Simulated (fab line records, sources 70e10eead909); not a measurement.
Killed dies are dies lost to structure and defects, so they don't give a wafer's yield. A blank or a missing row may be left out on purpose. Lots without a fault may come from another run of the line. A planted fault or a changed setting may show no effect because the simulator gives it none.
Problem report in the 8D (eight disciplines) form, filled by code | flow nand_harc | the parts of the form that need people (team, actions taken, sign-off) are left out

1. THE PROBLEM
killed_at_array at NHARC_END_SORT_01 reads a mean of 674 on 5 wafers of 2 lots; wafers without a fault read 51 with a standard deviation of 18. That is +35 standard deviations from the usual mean.
First seen on wafer L817.1, day 28 12:04, on prober-02. The record holds 11 wafers of 4 lots with a number at this step. Rule for "out", or "out of limits": more than 4 standard deviations from the usual mean. The other wafers with a number count as sound.

2. WHAT IT IS AND WHAT IT IS NOT
question                    | is                           | is not
which readings at this step | killed_at_array, killed_dies | killed_at_other, killed_at_periphery, killed_open, killed_short
which lots                  | L817, L818                   | L807, L828
which wafers of those lots  | all that have a number       | -
read on which gauges        | prober-01, prober-02         | -
when                        | from day 28 12:04            | up to then (3 sound wafers); but 3 sound wafers of L828 came after

3. SUSPECTS, AND WHAT RULES EACH OUT
Counting: a tool at a process step up to the reading stays a suspect if it ran every lot that is out and no sound lot after the first of them.
- the gauge at NHARC_END_SORT_01: ruled out. The wafers that are out were read on 2 gauges (prober-01, prober-02).
- rie_diel-12 at NHARC_A_CHANNEL_HOLE_D2_DESCUM_15 (chemistry O2, time 3 s): ruled out as a lasting fault. Sound lots L828 ran on it after its first lot that is out, L817 (day 17 05:43).
- har_etch-02 at NHARC_A_CHANNEL_HOLE_D2_ETCH_27 (etches the open film in C4F8/O2/Ar, time 90 s, target depth 400 nm): ruled out as a lasting fault. Sound lots L828 ran on it after its first lot that is out, L817 (day 17 20:11).
- rie_diel-05 at NHARC_A_CHANNEL_HOLE_D2_ETCH_44 (etches the open film in CF4/O2, target depth 140 nm, overetch 14 nm, time 77 s): ruled out as a lasting fault. Sound lots L828 ran on it after its first lot that is out, L817 (day 17 20:56).
Left after counting: nothing in the record.

4. THE CAUSE (what the simulator had put in)
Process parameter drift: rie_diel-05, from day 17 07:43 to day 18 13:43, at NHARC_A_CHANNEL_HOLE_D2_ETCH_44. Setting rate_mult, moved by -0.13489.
Counting ruled it out, wrongly: the rule takes a fault to strike every lot that its tool runs from its start on, and this one did not.

5. THE CHAIN OF EFFECTS, in route order
Each row: a reading whose mean over the struck wafers that have a number lies more than 3 standard deviations from the usual. Only readings for which the record gives a usual standard deviation are gone through. hours: the time from each lot's start at the first step in this table that gives one to its start at this step, as a median over the lots. sigmas: the change in usual standard deviations.
hours | step                            | reading         | usual      | on struck wafers | change | sigmas
0     | NHARC_A_CHANNEL_HOLE_D2_ETCH_44 | oes_product_au  | 1.000 a.u. | 0.918            | -0.082 | -6.8
261   | NHARC_END_SORT_01               | killed_at_array | 51         | 674              | +623   | +35
261   | NHARC_END_SORT_01               | killed_dies     | 55         | 676              | +621   | +33
The process steps in it:
- NHARC_A_CHANNEL_HOLE_D2_ETCH_44: etches the open film in CF4/O2, target depth 140 nm, overetch 14 nm, time 77 s.

6. WHAT WOULD HAVE CAUGHT IT SOONER
In this record the first reading out of limits at a measuring or inspecting step was taken at day 28 12:04, 268 hours after the fault began at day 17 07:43.
The tool's own readings at NHARC_A_CHANNEL_HOLE_D2_ETCH_44 were out on every struck wafer that the step has a row for (oes_product_au): an alarm limit on them would have fired on the first of those.
